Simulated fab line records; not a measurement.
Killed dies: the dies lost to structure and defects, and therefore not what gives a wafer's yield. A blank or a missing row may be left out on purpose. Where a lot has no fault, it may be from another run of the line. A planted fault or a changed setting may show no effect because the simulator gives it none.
Matching of chambers :: flow nand-harc :: NHARC_P_M2_CMP_23 on cmp-01 has 4 sister chambers
The step polishes, t overpolish 20 s, target thk 144.3 nm. 16 wafers are shown with their chamber, then 8 later ones without.

EACH WAFER AND ITS CHAMBER
wafer: L079.2
chamber: 2
motor-current-A (A): 12.8
time-to-endpoint-s (s): 29
slurry-filter-dp-kPa (kPa): 13.57

wafer: L079.3
chamber: 0
motor-current-A (A): 12.1
time-to-endpoint-s (s): 28
slurry-filter-dp-kPa (kPa): 13.66

wafer: L079.6
chamber: 3
motor-current-A (A): 11.5
time-to-endpoint-s (s): 33
slurry-filter-dp-kPa (kPa): 13.69

wafer: L080.2
chamber: 2
motor-current-A (A): 13.0
time-to-endpoint-s (s): 31
slurry-filter-dp-kPa (kPa): 13.31

wafer: L080.3
chamber: 1
motor-current-A (A): 13.8
time-to-endpoint-s (s): 31
slurry-filter-dp-kPa (kPa): 13.63

wafer: L080.4
chamber: 3
motor-current-A (A): 12.5
time-to-endpoint-s (s): 34
slurry-filter-dp-kPa (kPa): 13.46

wafer: L085.2
chamber: 0
motor-current-A (A): 11.8
time-to-endpoint-s (s): 28
slurry-filter-dp-kPa (kPa): 13.30

wafer: L085.5
chamber: 1
motor-current-A (A): 14.3
time-to-endpoint-s (s): 29
slurry-filter-dp-kPa (kPa): 13.63

wafer: L085.6
chamber: 0
motor-current-A (A): 12.2
time-to-endpoint-s (s): 27
slurry-filter-dp-kPa (kPa): 13.43

wafer: L089.3
chamber: 3
motor-current-A (A): 12.3
time-to-endpoint-s (s): 30
slurry-filter-dp-kPa (kPa): 13.66

wafer: L089.5
chamber: 0
motor-current-A (A): 11.4
time-to-endpoint-s (s): 27
slurry-filter-dp-kPa (kPa): 13.43

wafer: L089.6
chamber: 1
motor-current-A (A): 13.2
time-to-endpoint-s (s): 29
slurry-filter-dp-kPa (kPa): 13.50

wafer: L090.1
chamber: 1
motor-current-A (A): 14.0
time-to-endpoint-s (s): 29
slurry-filter-dp-kPa (kPa): 13.58

wafer: L090.3
chamber: 3
motor-current-A (A): 11.9
time-to-endpoint-s (s): 36
slurry-filter-dp-kPa (kPa): 13.54

wafer: L090.5
chamber: 0
motor-current-A (A): 11.5
time-to-endpoint-s (s): 29
slurry-filter-dp-kPa (kPa): 13.75

wafer: L094.1
chamber: 3
motor-current-A (A): 11.9
time-to-endpoint-s (s): 37
slurry-filter-dp-kPa (kPa): 13.54

SIGNATURES (averages over the wafers above)
reading: motor-current-A
chamber 0: 11.800
chamber 1: 13.825
chamber 2: 12.900
chamber 3: 12.020
scatter within a chamber: 0.385

reading: time-to-endpoint-s
chamber 0: 27.80
chamber 1: 29.50
chamber 2: 30.00
chamber 3: 34.00
scatter within a chamber: 1.77

reading: slurry-filter-dp-kPa
chamber 0: 13.5140
chamber 1: 13.5850
chamber 2: 13.4400
chamber 3: 13.5780
scatter within a chamber: 0.135
Rule: a wafer lies at a distance from a chamber equal to the root of the sum of squares, over the readings, of (its reading less the chamber's mean, divided by the reading's scatter). The wafer belongs to the nearest chamber; if the next one is less than 2 further off, it can't be placed. The scatter: the root of (the sum of the squares of (reading less its chamber's mean) over the shown wafers, divided by (wafers less chambers)).

WAFERS MISSING THEIR CHAMBER
wafer: L094.3
motor-current-A (A): 13.5
time-to-endpoint-s (s): 32
slurry-filter-dp-kPa (kPa): 13.60

wafer: L094.6
motor-current-A (A): 13.6
time-to-endpoint-s (s): 33
slurry-filter-dp-kPa (kPa): 13.39

wafer: L096.1
motor-current-A (A): 12.1
time-to-endpoint-s (s): 27
slurry-filter-dp-kPa (kPa): 13.46

wafer: L096.2
motor-current-A (A): 13.7
time-to-endpoint-s (s): 27
slurry-filter-dp-kPa (kPa): 13.54

wafer: L096.3
motor-current-A (A): 11.9
time-to-endpoint-s (s): 30
slurry-filter-dp-kPa (kPa): 13.38

wafer: L097.1
motor-current-A (A): 12.4
time-to-endpoint-s (s): 34
slurry-filter-dp-kPa (kPa): 13.53

wafer: L097.3
motor-current-A (A): 11.5
time-to-endpoint-s (s): 30
slurry-filter-dp-kPa (kPa): 13.59

wafer: L097.4
motor-current-A (A): 14.1
time-to-endpoint-s (s): 32
slurry-filter-dp-kPa (kPa): 13.77

THE CHAMBER EACH PASSED THROUGH
wafer: L094.3
from the rows above: can't be placed: 1 or 2
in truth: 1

wafer: L094.6
from the rows above: can't be placed: 2 or 1 or 3
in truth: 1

wafer: L096.1
from the rows above: can't be placed: 0 or 2
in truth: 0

wafer: L096.2
from the rows above: can't be placed: 1 or 2
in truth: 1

wafer: L096.3
from the rows above: can't be placed: 0 or 2 or 3
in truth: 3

wafer: L097.1
from the rows above: can't be placed: 3 or 2
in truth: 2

wafer: L097.3
from the rows above: can't be placed: 0 or 3
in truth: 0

wafer: L097.4
from the rows above: 1
in truth: 1
Correctly placed: 1 of 8. Cannot be placed on the basis of these rows: 7; the candidates contain the true chamber in 7. Number placed wrongly: 0.
